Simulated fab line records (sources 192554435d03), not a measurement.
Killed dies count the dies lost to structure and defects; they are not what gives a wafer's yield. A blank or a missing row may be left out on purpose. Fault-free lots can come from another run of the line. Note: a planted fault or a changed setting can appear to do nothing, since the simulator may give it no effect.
Struck lot and sound lot, side by side / flow n5-finfet / 17 out of 1938 route steps
Sound: wafers L436.2, L436.3, L436.4. Struck: wafer L440.3 (left out: L440.4, L440.6 of the same lot, which were not struck); the cause appears at the end.
For every step that has rows: the tool of each side, followed by ch and its chambers, followed by its first start. Under that, the readings that differ: sound wafers / struck wafers / difference of the means / sigmas: that difference in standard deviations of wafers without a fault.
alike: readings with means less than 2 such deviations apart, plus words and numbers identical on both sides. not compared: withheld readings, readings lacking a value on some wafer, bounds such as >300 that could conceal the same value, and numbers that have no deviation in the record and whose values overlap.
The two part at a step that has a row with sigmas, a row that says differs or no value, or rows on one side only. Non-overlapping numbers with no deviation appear without sigmas and do not part them. A reading that every wafer of one side lacks parts them only if that side has two wafers or more.

first, 1 step without rows for these wafers: N5_MOL_CONTACT_COAG_DEVELOP_07 (develop time 30 s).
N5_MOL_CONTACT_COAG_CD_MEAS_08: target cd 28 nm.
  sound on cd-sem-01 ch 0, day 5 19:54; struck on cd-sem-02 ch 0, day 6 12:24
  alike: cd-nm
N5_MOL_CONTACT_COAG_OVL_MEAS_09:
  sound on overlay-02 ch 0, day 5 19:56; struck on overlay-01 ch 0, day 6 12:26
  alike: CA_OVL
N5_MOL_CONTACT_COAG_INSPECT_10: inspects for defects (brightfield).
  struck on defect-inspect-02, day 6 12:29; sound on defect-inspect-01, day 5 19:59
  alike: raw-defect-count
N5_MOL_CONTACT_COAG_DESCUM_13: chemistry O2, time 7 s.
  sound on rie-diel-01 ch 0,1,3, day 5 20:10; struck on rie-diel-01 ch 1, day 6 12:31
  alike: drypump-motor-current-A, oes-product-au, rf-vpp-V, showerhead-plenum-p-Torr, throttle-valve-pct
  not compared: rf-hours-counter-h
N5_MOL_CONTACT_COAG_ETCH_59: etches underlayer in N2/H2, target depth 13 nm, time 10.4 s.
  sound on rie-diel-01 ch 0,1,3, day 5 20:12; struck on rie-diel-01 ch 1, day 6 12:33
  alike: drypump-motor-current-A, etch-rf-on-time-s, oes-product-au, rf-vpp-V, showerhead-plenum-p-Torr, throttle-valve-pct
  not compared: rf-hours-counter-h
N5_MOL_CONTACT_COAG_ETCH_105: etches SiARC in CF4, target depth 15.6 nm, time 26 s.
  sound on rie-diel-01 ch 0,1,3, day 5 20:13; struck on rie-diel-01 ch 1, day 6 12:34
  alike: drypump-motor-current-A, etch-rf-on-time-s, oes-product-au, rf-vpp-V, showerhead-plenum-p-Torr, throttle-valve-pct
  not compared: rf-hours-counter-h
N5_MOL_CONTACT_COAG_ETCH_106: etches SOC in N2/H2, target depth 80 nm, overetch 16 nm, time 120 s.
  sound on rie-diel-01 ch 0,1,3, day 5 20:15; struck on rie-diel-01 ch 1, day 6 12:36
  alike: drypump-motor-current-A, oes-product-au, rf-vpp-V, showerhead-plenum-p-Torr, throttle-valve-pct
  not compared: rf-hours-counter-h
then, 4 steps without rows for these wafers: N5_MOL_CONTACT_COAG_STRIP_107 (strips in N2/H2); N5_MOL_CONTACT_COAG_STRIP_108 (strips in N2/H2); N5_MOL_CONTACT_COAG_CONTACT_ETCH_14 (etches SiO2 in C4F6/O2, target depth 27.5 nm, overetch 8.5 nm, time 20 s); N5_MOL_CONTACT_COAG_STRIP_109 (strips in C4F6/O2).
N5_MOL_CONTACT_COAG_ETCH_15: etches SiNx in CH3F/O2, stops on Si:P, target depth 7 nm.
  sound on rie-diel-01 ch 0,1,3, day 5 20:23; struck on rie-diel-01 ch 1, day 6 12:44
reading=model.SOC_of_MOL_CONTACT_COAG_COAT_103.thk-nm (nm); sound=75.4 75.2 75.2; struck=73.8; difference=-1.5; sigmas=
  alike: drypump-motor-current-A, oes_ar_750_au, oes-product-au, rf-vpp-V, showerhead-plenum-p-Torr, throttle-valve-pct
  not compared: rf-hours-counter-h
N5_MOL_CONTACT_COAG_ETCH_110: etches Si in CF4/O2, target depth 2.5 nm, time 8 s.
  sound on rie-diel-01 ch 0,1,3, day 5 20:27; struck on rie-diel-01 ch 1, day 6 12:47
reading=model.SOC_of_MOL_CONTACT_COAG_COAT_103.thk-nm (nm); sound=74 73.6 73.6; struck=72.2; difference=-1.5; sigmas=
  alike: drypump-motor-current-A, oes_ar_750_au, oes-product-au, rf-vpp-V, showerhead-plenum-p-Torr, throttle-valve-pct
  not compared: rf-hours-counter-h
N5_MOL_CONTACT_COAG_STRIP_98: strips in N2/H2.
  sound on rie-diel-01 ch 0,1,3, day 5 20:30; struck on rie-diel-01 ch 1, day 6 12:50
  alike: drypump-motor-current-A, oes-product-au, rf-vpp-V, showerhead-plenum-p-Torr, throttle-valve-pct
  not compared: rf-hours-counter-h
-- record jumps: 4 days separate the struck wafers' starts on either side; left off in module MOL_CONTACT_COAG, taken up again in module BEOL_M4, whose first shown step is the route's number 1111 --
N5_BEOL_M4_RC_MEAS_101:
  sound on prober-01 ch 0, day 9 23:47; struck on prober-02 ch 0, day 10 18:48
  alike: DIBL_N, DIBL_P, IOFF_N, IOFF_P, ION_N, ION_P, SS_N, SS_P, VT_N, VT_P
N5_PASSIVATION_PROBE_49:
  the record has rows for the sound wafers here (prober-01, day 13 23:08) and none for the struck ones

## WHERE THEY PART
Within this record, at N5_PASSIVATION_PROBE_49 only.

WHY: what had been put in by the simulator
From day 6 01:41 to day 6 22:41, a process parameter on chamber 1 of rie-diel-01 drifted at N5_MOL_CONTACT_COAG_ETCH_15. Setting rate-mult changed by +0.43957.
